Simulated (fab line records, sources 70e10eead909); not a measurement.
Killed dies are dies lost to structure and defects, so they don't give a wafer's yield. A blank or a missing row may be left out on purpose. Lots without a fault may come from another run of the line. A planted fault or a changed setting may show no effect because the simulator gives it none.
fab line records | flow nand_harc
record lots=24 wafers=72 last_day=24
route steps=1159 shown A_CONTACT@877
lots that met no fault: from a run of the same line without faults
start_h: hours from the record's first day to the start of the lot's first wafer shown | wait_h: hours since the lot's step before | " the same as in the row above | L1.1+2: a row that stands for several wafers | - no value, or no start given | * or withheld: withheld | < > ~ a bound
route shown NAME@n: a module of which the file shows steps, and the number in the route of the first | usual: mean/standard deviation of fault-free wafers | same: alike in all rows | chamber/n: place in a boat | sites: the reading at each site | _std_site: their standard deviation | _edge_site: outer sites' mean less inner sites' | radius_mm: how far each site lies from the wafer's centre | mask NAME#n: copy n | behind: the tool/chamber that last shaped the wafer | hold: why the lot was held/for how many hours/how that ended | device: the transistor (n, p or np) that didn't switch | end of line: the same wafers' tests at the end of the route | a step without rows: its recipe alone | killed: dies lost to structure and defects at the first sort, not the wafer's yield | map: a wafer's dies, x killed, . not, _ none there
set.NAME: the setting as run; set.NAME@STEP: as run at that earlier step | model.NAME: the simulator's own value behind a step, which no gauge read
steps of the route over a sample of lots; a table a step, a row a wafer
services: from which hour (start_h, from the record's first day; less than 0 if before it) a tool's chamber was out of use, for how many hours, and why
## steps
# step NHARC_A_CONTACT_CD_MEAS_53
# usual cd_nm=189.9/0.66
# columns lot.wafer tool chamber start_h wait_h cd_nm
L074.4 cd_sem-02 - 362.06 - 189.6
L074.5 " - " " 189.1
L074.6 " - " " 189.5
L076.3 cd_sem-02 - 391.20 - 189.5
L076.5 " - " " 189.2
L076.6 " - " " 190.4
L077.1 cd_sem-02 - 391.32 - 189.4
L077.2 " - " " 188.9
L077.4 " - " " 189.0
L075.1 cd_sem-03 - 396.11 - 190.2
L075.5 " - " " 189.9
L075.6 " - " " 190.1
L079.1 cd_sem-03 - 408.62 - 190.0
L079.2 " - " " 189.4
L079.6 " - " " 189.5
L078.4 cd_sem-03 - 415.62 - 189.6
L078.5 " - " " 189.5
L078.6 " - " " 190.2
L081.1 cd_sem-01 - 419.43 - 188.6
L081.2 " - " " 190.2
L081.4 " - " " 189.3
L080.3 cd_sem-03 - 432.47 - 189.5
L080.5 " - " " 189.1
L080.6 " - " " 189.4
L082.4 cd_sem-01 - 440.61 - 190.9
L082.5 " - " " 190.9
L082.6 " - " " 190.7
L084.1 cd_sem-03 - 441.38 - 190.4
L084.2 " - " " 189.6
L084.4 " - " " 190.4
L083.4 cd_sem-02 - 444.94 - 190.5
L083.5 " - " " 189.5
L083.6 " - " " 189.4
L085.2 cd_sem-01 - 445.48 - 189.3
L085.4 " - " " 190.0
L085.6 " - " " 189.4
L087.1 cd_sem-02 - 451.56 - 190.4
L087.5 " - " " 190.2
L087.6 " - " " 190.5
L089.4 cd_sem-03 - 452.66 - 190.3
L089.5 " - " " 189.4
L089.6 " - " " 189.1
L090.1 cd_sem-03 - 456.43 - 189.9
L090.4 " - " " 189.1
L090.5 " - " " 190.4
L086.1 cd_sem-02 - 458.66 - 191.1
L086.3 " - " " 190.3
L086.6 " - " " 191.4
L091.1 cd_sem-03 - 460.68 - 190.4
L091.3 " - " " 190.5
L091.4 " - " " 189.9
L088.1 cd_sem-03 - 463.76 - 190.4
L088.3 " - " " 189.6
L088.6 " - " " 189.5
L092.1 cd_sem-01 - 480.36 - 189.7
L092.2 " - " " 190.2
L092.5 " - " " 189.3
L093.1 cd_sem-03 - 487.30 - 188.7
L093.3 " - " " 189.3
L093.4 " - " " 189.4
L096.1 cd_sem-03 - 497.01 - 191.6
L096.2 " - " " 190.6
L096.6 " - " " 190.1
L094.1 cd_sem-03 - 502.86 - 189.9
L094.2 " - " " 189.5
L094.4 " - " " 189.2
L095.3 cd_sem-01 - 504.84 - 190.8
L095.4 " - " " 191.1
L095.6 " - " " 191.3
L097.1 cd_sem-01 - 512.98 - 190.3
L097.2 " - " " 189.1
L097.4 " - " " 189.9
# step NHARC_A_CONTACT_ETCH_127
# recipe source_w=withheld pressure_mtorr=20 bias_v=1200 time_s=155 target_depth_a=9560 ar_flow_sccm=withheld c4f8_flow_sccm=withheld o2_flow_sccm=withheld chemistry=C4F8/O2/Ar
# columns lot.wafer tool chamber start_h wait_h rf_hours_counter_h
L074.4 har_cap_etch-01 1 370.15 0.1 -
L074.5 " 1 " " -
L074.6 " 0 " " -
L077.1 har_cap_etch-03 0 396.67 0.1 84
L077.2 " 1 " " 84
L077.4 " 1 " " -
L076.3 har_cap_etch-01 0 396.74 0.2 -
L076.6 " 1 " " -
L076.5 " 0 " " -
L075.1 har_cap_etch-02 1 402.45 0.2 12
L075.6 " 1 " " -
L075.5 " 0 " " -
L079.2 har_cap_etch-03 0 415.61 0.2 87
L079.1 " 1 " " 87
L079.6 " 0 " " -
L078.4 har_cap_etch-01 1 420.88 0.1 -
L078.6 " 0 " " -
L078.5 " 1 " " -
L081.1 har_cap_etch-02 1 424.75 0.1 16
L081.2 " 0 " " 16
L081.4 " 0 " " -
L080.3 har_cap_etch-01 0 437.63 0.1 -
L080.6 " 1 " " -
L080.5 " 0 " " -
L082.4 har_cap_etch-01 0 446.72 0.1 -
L082.5 " 0 " " -
L082.6 " 1 " " -
L084.1 har_cap_etch-03 1 447.14 0.2 93
L084.2 " 0 " " 93
L084.4 " 0 " " -
L083.4 har_cap_etch-03 1 451.72 0.1 -
L083.5 " 0 " " -
L083.6 " 1 " " -
L085.2 har_cap_etch-01 1 453.15 0.1 72
L085.4 " 0 " " -
L085.6 " 0 " " -
L087.1 har_cap_etch-03 1 457.36 0.1 97
L087.5 " 1 " " -
L087.6 " 0 " " -
L089.4 har_cap_etch-02 0 457.94 0.1 -
L089.6 " 1 " " -
L089.5 " 0 " " -
L090.1 har_cap_etch-01 0 462.91 0.1 76
L090.4 " 1 " " -
L090.5 " 0 " " -
L086.1 har_cap_etch-02 1 463.96 0.1 24
L086.3 " 0 " " -
L086.6 " 0 " " -
L091.1 har_cap_etch-03 1 466.46 0.1 101
L091.4 " 1 " " -
L091.3 " 0 " " -
L088.1 har_cap_etch-01 1 469.16 0.1 78
L088.3 " 1 " " -
L088.6 " 0 " " -
L092.1 har_cap_etch-02 1 486.53 0.1 27
L092.2 " 0 " " 27
L092.5 " 0 " " -
L093.1 har_cap_etch-03 1 492.43 0.1 103
L093.4 " 1 " " -
L093.3 " 0 " " -
L096.1 har_cap_etch-02 1 502.98 0.1 30
L096.2 " 0 " " 30
L096.6 " 0 " " -
L094.1 har_cap_etch-03 0 509.49 0.1 106
L094.2 " 1 " " 106
L094.4 " 1 " " -
L095.3 har_cap_etch-02 0 513.06 0.2 -
L095.4 " 1 " " -
L095.6 " 0 " " -
L097.1 har_cap_etch-03 1 518.76 0.1 108
L097.2 " 0 " " 108
L097.4 " 1 " " -
# step NHARC_A_CONTACT_DEP_84
# recipe target_thk_a=20000 temp_c=400 material=aC
# usual throttle_valve_pct=35.001/0.0085
# columns lot.wafer tool chamber start_h wait_h throttle_valve_pct
L074.4 acl_dep-03 0 374.34 - 34.998
L074.5 " 0 " " 34.996
L074.6 " 0 " " 34.997
L077.1 acl_dep-03 0 399.24 - 34.993
L077.2 " 0 " " 35.004
L077.4 " 0 " " 34.995
L076.3 acl_dep-02 0 400.29 - 34.994
L076.5 " 0 " " 35.007
L076.6 " 0 " " 34.985
L075.1 acl_dep-01 0 407.23 - 35.006
L075.5 " 0 " " 34.998
L075.6 " 0 " " 34.995
L079.1 acl_dep-01 0 418.56 - 35.005
L079.2 " 0 " " 35.000
L079.6 " 0 " " 35.009
L078.4 acl_dep-01 0 424.01 - 34.987
L078.5 " 0 " " 35.000
L078.6 " 0 " " 35.016
L081.1 acl_dep-01 0 428.07 - 34.998
L081.2 " 0 " " 34.997
L081.4 " 0 " " 35.007
L080.3 acl_dep-01 0 441.48 - 35.004
L080.5 " 0 " " 34.981
L080.6 " 0 " " 34.996
L082.4 acl_dep-03 0 449.88 - 35.001
L082.5 " 0 " " 35.006
L082.6 " 0 " " 35.017
L084.1 acl_dep-01 0 451.78 - 35.001
L084.2 " 0 " " 34.991
L084.4 " 0 " " 35.001
L083.4 acl_dep-01 0 456.62 - 35.004
L083.5 " 0 " " 34.994
L083.6 " 0 " " 35.014
L085.2 acl_dep-02 0 456.76 - 35.001
L085.4 " 0 " " 35.017
L085.6 " 0 " " 35.007
L087.1 acl_dep-02 0 460.25 - 35.018
L087.5 " 0 " " 35.004
L087.6 " 0 " " 34.997
L089.4 acl_dep-03 0 461.11 - 35.009
L089.5 " 0 " " 35.013
L089.6 " 0 " " 35.012
L090.1 acl_dep-02 0 470.15 - 34.996
L090.4 " 0 " " 35.002
L090.5 " 0 " " 34.986
L086.1 acl_dep-02 0 473.39 - 35.000
L086.3 " 0 " " 34.989
L086.6 " 0 " " 35.005
L091.1 acl_dep-03 0 474.21 - 34.999
L091.3 " 0 " " 34.999
L091.4 " 0 " " 34.989
L088.1 acl_dep-01 0 475.84 - 35.011
L088.3 " 0 " " 34.998
L088.6 " 0 " " 35.007
L092.1 acl_dep-02 0 489.14 - 35.007
L092.2 " 0 " " 35.003
L092.5 " 0 " " 34.986
L093.1 acl_dep-02 0 496.39 - 35.008
L093.3 " 0 " " 35.002
L093.4 " 0 " " 35.002
L096.1 acl_dep-01 0 506.55 - 35.009
L096.2 " 0 " " 35.004
L096.6 " 0 " " 35.004
L094.1 acl_dep-01 0 512.22 - 34.997
L094.2 " 0 " " 35.004
L094.4 " 0 " " 34.992
L095.3 acl_dep-03 0 517.05 - 35.008
L095.4 " 0 " " 34.991
L095.6 " 0 " " 34.987
L097.1 acl_dep-01 0 521.40 - 35.005
L097.2 " 0 " " 34.999
L097.4 " 0 " " 34.995
# step NHARC_A_CONTACT_ETCH_30
# recipe target_depth_a=605 time_s=30.2 cf4_flow_sccm=100 chf3_flow_sccm=30 ar_flow_sccm=0 rf_w=500 bias_w=200 chemistry=CF4/CHF3
# usual drypump_motor_current_A=5.9/0.31 oes_product_au=0.938/0.021 rf_vpp_V=371.2/2.1 showerhead_plenum_p_Torr=1.59/0.059 throttle_valve_pct=16.803/0.0093
# columns lot.wafer tool chamber start_h wait_h drypump_motor_current_A oes_product_au rf_hours_counter_h rf_vpp_V showerhead_plenum_p_Torr throttle_valve_pct
L074.4 rie_diel-07 1 - - 5.9 0.964 29 375.0 1.65 16.807
L074.6 " 1 " " 5.9 0.978 - 372.2 1.65 16.800
L074.5 " 2 " " 6.2 0.985 - 372.4 1.62 16.794
L077.2 rie_diel-02 3 - - 6.3 0.945 25 370.3 1.58 16.814
L077.1 " 0 " " 6.1 0.916 27 366.5 1.50 16.801
L077.4 " 1 " " 5.4 0.930 23 368.2 1.52 16.796
L076.3 rie_diel-07 2 - - 6.2 0.921 34 371.6 1.62 16.801
L076.6 " 0 " " 5.6 0.924 - 371.4 1.61 16.800
L076.5 " 1 " " 5.9 0.929 - 374.1 1.64 16.793
L075.1 rie_diel-02 3 - - 6.3 0.939 26 371.6 1.58 16.792
L075.6 " 0 " " 6.1 0.919 - 367.3 1.49 16.807
L075.5 " 1 " " 5.4 0.917 - 370.7 1.52 16.803
L079.1 rie_diel-07 2 - - 6.2 0.926 1 372.5 1.62 16.789
L079.2 " 0 " " 5.7 0.933 2 371.5 1.61 16.811
L079.6 " 2 " " 6.2 0.936 - 371.7 1.62 16.814
L078.4 rie_diel-07 2 - - 6.2 0.931 3 372.3 1.62 16.812
L078.5 " 1 " " 5.9 0.931 - 372.0 1.64 16.801
L078.6 " 2 " " 6.2 0.940 - 372.7 1.62 16.798
L081.4 rie_diel-07 3 - - 6.2 0.985 3 368.6 1.50 16.800
L081.2 " 0 " " 5.6 0.963 4 372.4 1.61 16.801
L081.1 " 1 " " 5.9 0.958 4 372.4 1.64 16.797
L080.3 rie_diel-07 3 - - 6.2 0.933 6 368.4 1.50 16.798
L080.5 " 0 " " 5.6 0.930 - 372.3 1.61 16.807
L080.6 " 1 " " 5.9 0.925 - 372.2 1.64 16.815
L082.4 rie_diel-07 1 - - 5.9 0.932 9 373.1 1.64 16.783
L082.5 " 2 " " 6.2 0.927 - 371.1 1.62 16.799
L082.6 " 3 " " 6.2 0.938 - 367.6 1.49 16.802
L084.2 rie_diel-06 1 - - 6.0 0.928 11 375.4 1.68 16.803
L084.4 " 2 " " 5.5 0.941 12 372.5 1.59 16.817
L084.1 " 3 " " 6.0 0.931 13 371.4 1.63 16.794
L083.4 rie_diel-06 0 - - 6.4 0.946 14 369.3 1.54 16.820
L083.6 " 0 " " 6.5 0.927 - 370.7 1.54 16.787
L083.5 " 1 " " 6.0 0.958 - 373.9 1.68 16.801
L085.2 rie_diel-02 0 - - 6.0 0.944 50 367.5 1.49 16.808
L085.4 " 2 " " 5.2 0.980 46 369.5 1.54 16.800
L085.6 " 0 " " 6.1 0.945 - 366.6 1.49 16.797
L087.1 rie_diel-06 2 - - 5.4 0.928 16 372.0 1.59 16.815
L087.5 " 0 " " 6.4 0.905 - 369.8 1.54 16.790
L087.6 " 1 " " 6.0 0.920 - 373.9 1.68 16.794
L089.4 rie_diel-07 2 - - 6.2 0.924 12 372.7 1.62 16.791
L089.6 " 0 " " 5.6 0.926 - 372.2 1.60 16.803
L089.5 " 1 " " 5.9 0.919 - 373.7 1.64 16.802
L090.1 rie_diel-06 0 - - 6.5 0.919 18 369.7 1.54 16.806
L090.4 " 3 " " 6.0 0.924 - 372.2 1.63 16.805
L090.5 " 0 " " 6.4 0.924 - 368.5 1.54 16.792
L086.3 rie_diel-02 0 - - 6.1 0.952 54 367.3 1.49 16.805
L086.1 " 2 " " 5.2 0.983 51 368.7 1.54 16.790
L086.6 " 0 " " 6.0 0.952 - 367.7 1.49 16.804
L091.1 rie_diel-07 1 - - 5.9 0.916 14 371.8 1.64 16.796
L091.4 " 2 " " 6.2 0.928 14 372.3 1.62 16.809
L091.3 " 0 " " 5.6 0.919 13 371.8 1.60 16.813
L088.1 rie_diel-07 2 - - 6.2 0.918 15 370.9 1.62 16.804
L088.3 " 3 " " 6.2 0.931 13 368.3 1.49 16.808
L088.6 " 1 " " 5.9 0.926 - 373.5 1.64 16.792
L092.1 rie_diel-06 3 - - 6.0 0.972 28 371.6 1.63 16.785
L092.2 " 2 " " 5.5 0.966 24 370.2 1.59 16.795
L092.5 " 1 " " 6.0 0.970 - 374.6 1.68 16.806
L093.1 rie_diel-06 1 - - 6.0 0.976 27 373.7 1.68 16.812
L093.3 " 2 " " 5.4 0.967 26 371.0 1.59 16.816
L093.4 " 2 " " 5.5 0.964 - 369.7 1.59 16.827
L096.2 rie_diel-06 1 - - 6.0 0.926 30 374.5 1.68 16.788
L096.1 " 2 " " 5.5 0.926 29 371.3 1.59 16.801
L096.6 " 1 " " 6.0 0.923 - 374.9 1.68 16.789
L094.2 rie_diel-07 3 - - 6.2 0.934 19 367.9 1.49 16.806
L094.4 " 1 " " 5.9 0.931 21 373.7 1.64 16.805
L094.1 " 2 " " 6.2 0.920 21 372.0 1.61 16.805
L095.3 rie_diel-06 2 - - 5.5 0.929 33 370.2 1.58 16.794
L095.4 " 3 " " 6.0 0.925 - 372.4 1.62 16.796
L095.6 " 2 " " 5.5 0.935 - 371.8 1.58 16.797
L097.1 rie_diel-06 3 - - 6.0 0.932 38 371.9 1.62 16.792
L097.2 " 1 " " 6.0 0.935 35 375.0 1.67 16.807
L097.4 " 1 " " 6.0 0.931 - 373.6 1.67 16.819
# step NHARC_A_CONTACT_CD_MEAS_15
# usual cd_nm=90.2/0.6
# columns lot.wafer tool chamber start_h wait_h cd_nm
L074.4 cd_sem-03 - 378.08 - 89.7
L074.5 " - " " 89.6
L074.6 " - " " 90.6
L077.1 cd_sem-01 - 404.06 - 89.1
L077.2 " - " " 90.3
L077.4 " - " " 90.2
L076.3 cd_sem-03 - 404.51 - 90.2
L076.5 " - " " 90.5
L076.6 " - " " 89.8
L075.1 cd_sem-02 - 411.81 - 89.5
L075.5 " - " " 90.3
L075.6 " - " " 89.6
L079.1 cd_sem-01 - 422.97 - 89.9
L079.2 " - " " 90.0
L079.6 " - " " 89.9
L078.4 cd_sem-02 - 428.19 - 90.8
L078.5 " - " " 90.0
L078.6 " - " " 89.8
L081.1 cd_sem-01 - 432.49 - 90.4
L081.2 " - " " 90.7
L081.4 " - " " 91.5
L080.3 cd_sem-02 - 445.57 - 90.7
L080.5 " - " " 90.6
L080.6 " - " " 89.0
L082.4 cd_sem-02 - 453.79 - 91.0
L082.5 " - " " 90.2
L082.6 " - " " 89.3
L084.1 cd_sem-02 - 456.86 - 90.1
L084.2 " - " " 89.4
L084.4 " - " " 90.2
L083.4 cd_sem-03 - 460.58 - 89.9
L083.5 " - " " 90.1
L083.6 " - " " 90.4
L085.2 cd_sem-03 - 461.11 - 89.7
L085.4 " - " " 90.1
L085.6 " - " " 89.8
L087.1 cd_sem-03 - 464.90 - 91.0
L087.5 " - " " 90.7
L087.6 " - " " 91.5
L089.4 cd_sem-02 - 465.43 - 89.7
L089.5 " - " " 90.1
L089.6 " - " " 89.4
L090.1 cd_sem-02 - 474.89 - 90.2
L090.4 " - " " 91.0
L090.5 " - " " 90.6
L086.1 cd_sem-01 - 478.31 - 90.5
L086.3 " - " " 90.9
L086.6 " - " " 90.6
L091.1 cd_sem-03 - 478.69 - 90.0
L091.3 " - " " 90.1
L091.4 " - " " 90.4
L088.1 cd_sem-01 - 480.83 - 91.6
L088.3 " - " " 90.6
L088.6 " - " " 90.8
L092.1 cd_sem-01 - 493.95 - 89.4
L092.2 " - " " 89.8
L092.5 " - " " 90.6
L093.1 cd_sem-01 - 501.04 - 90.3
L093.3 " - " " 89.8
L093.4 " - " " 90.5
L096.1 cd_sem-01 - 511.58 - 89.9
L096.2 " - " " 89.4
L096.6 " - " " 89.7
L094.1 cd_sem-03 - 516.96 - 90.3
L094.2 " - " " 90.3
L094.4 " - " " 90.2
L095.3 cd_sem-03 - 521.50 - 90.3
L095.4 " - " " 90.2
L095.6 " - " " 90.9
L097.1 cd_sem-01 - 526.06 - 89.9
L097.2 " - " " 90.6
L097.4 " - " " 90.5
# step NHARC_A_CONTACT_INSPECT_23
# usual raw_defect_count=443/120
# columns lot.wafer tool chamber start_h wait_h raw_defect_count
L074.4 defect_inspect-02 - 402.35 0.1 488
L074.5 " - " " 350
L074.6 " - " " 440
L077.1 defect_inspect-01 - 415.49 0.1 443
L077.2 " - " " 369
L077.4 " - " " 384
L076.3 defect_inspect-02 - 415.68 0.1 376
L076.5 " - " " 265
L076.6 " - " " 452
L075.1 defect_inspect-01 - 420.20 0.1 604
L075.5 " - " " 550
L075.6 " - " " 642
L079.1 defect_inspect-02 - 428.53 0.1 857
L079.2 " - " " 392
L079.6 " - " " 374
L078.4 defect_inspect-02 - 438.26 0.1 455
L078.5 " - " " 393
L078.6 " - " " 401
L081.1 defect_inspect-02 - 439.03 0.1 326
L081.2 " - " " 297
L081.4 " - " " 384
L080.3 defect_inspect-01 - 453.63 0.1 407
L080.5 " - " " 430
L080.6 " - " " 494
L082.4 defect_inspect-02 - 456.82 0.1 345
L082.5 " - " " 361
L082.6 " - " " 391
L084.1 defect_inspect-02 - 462.01 0.1 376
L084.2 " - " " 270
L084.4 " - " " 333
L083.4 defect_inspect-01 - 463.28 0.1 504
L083.5 " - " " 534
L083.6 " - " " 652
L085.2 defect_inspect-01 - 465.10 0.1 432
L085.4 " - " " 466
L085.6 " - " " 372
L087.1 defect_inspect-01 - 467.77 0.1 527
L087.5 " - " " 334
L087.6 " - " " 446
L089.4 defect_inspect-01 - 469.08 0.1 654
L089.5 " - " " 553
L089.6 " - " " 563
L090.1 defect_inspect-02 - 477.32 0.1 300
L090.4 " - " " 480
L090.5 " - " " 379
L091.1 defect_inspect-02 - 494.09 0.1 526
L091.3 " - " " 515
L091.4 " - " " 515
L086.1 defect_inspect-02 - 495.25 0.1 640
L086.3 " - " " 327
L086.6 " - " " 334
L088.1 defect_inspect-01 - 496.00 0.1 420
L088.3 " - " " 374
L088.6 " - " " 402
L092.1 defect_inspect-01 - 499.68 0.1 774
L092.2 " - " " 389
L092.5 " - " " 779
L093.1 defect_inspect-02 - 505.71 0.1 429
L093.3 " - " " 466
L093.4 " - " " 275
L096.1 defect_inspect-02 - 514.46 0.1 597
L096.2 " - " " 648
L096.6 " - " " 384
L094.1 defect_inspect-01 - 521.30 0.1 329
L094.2 " - " " 334
L094.4 " - " " 352
L095.3 defect_inspect-01 - 526.03 0.1 375
L095.4 " - " " 434
L095.6 " - " " 346
L097.1 defect_inspect-01 - 528.50 0.1 398
L097.2 " - " " 497
L097.4 " - " " 462
## services
# columns tool chamber start_h hours kind
acl_dep-02 - 351.60 13.0 pm
rie_diel-07 0 359.95 - clean
rie_diel-07 1 359.95 - clean
rie_diel-07 2 359.95 - clean
rie_diel-07 3 359.95 - clean
rie_diel-07 0 384.45 - clean
rie_diel-07 1 384.45 - clean
rie_diel-07 2 384.45 - clean
rie_diel-07 3 384.45 - clean
rie_diel-06 - 390.24 1.4 repair
har_cap_etch-01 - 394.75 0.2 repair
rie_diel-07 - 405.20 9.0 pm
rie_diel-07 0 405.20 9.0 vent_cycle
rie_diel-07 1 405.20 9.0 vent_cycle
acl_dep-03 - 407.01 13.0 pm
rie_diel-06 - 418.43 9.0 pm
rie_diel-02 3 427.16 5.2 repair
rie_diel-07 0 439.06 1.8 repair
rie_diel-06 2 464.28 9.1 repair
acl_dep-01 - 467.59 6.0 repair
acl_dep-01 - 477.07 13.0 pm
rie_diel-07 2 495.11 1.8 repair
rie_diel-02 - 506.09 9.0 pm
har_cap_etch-03 - 506.98 0.5 repair
## key
fault none
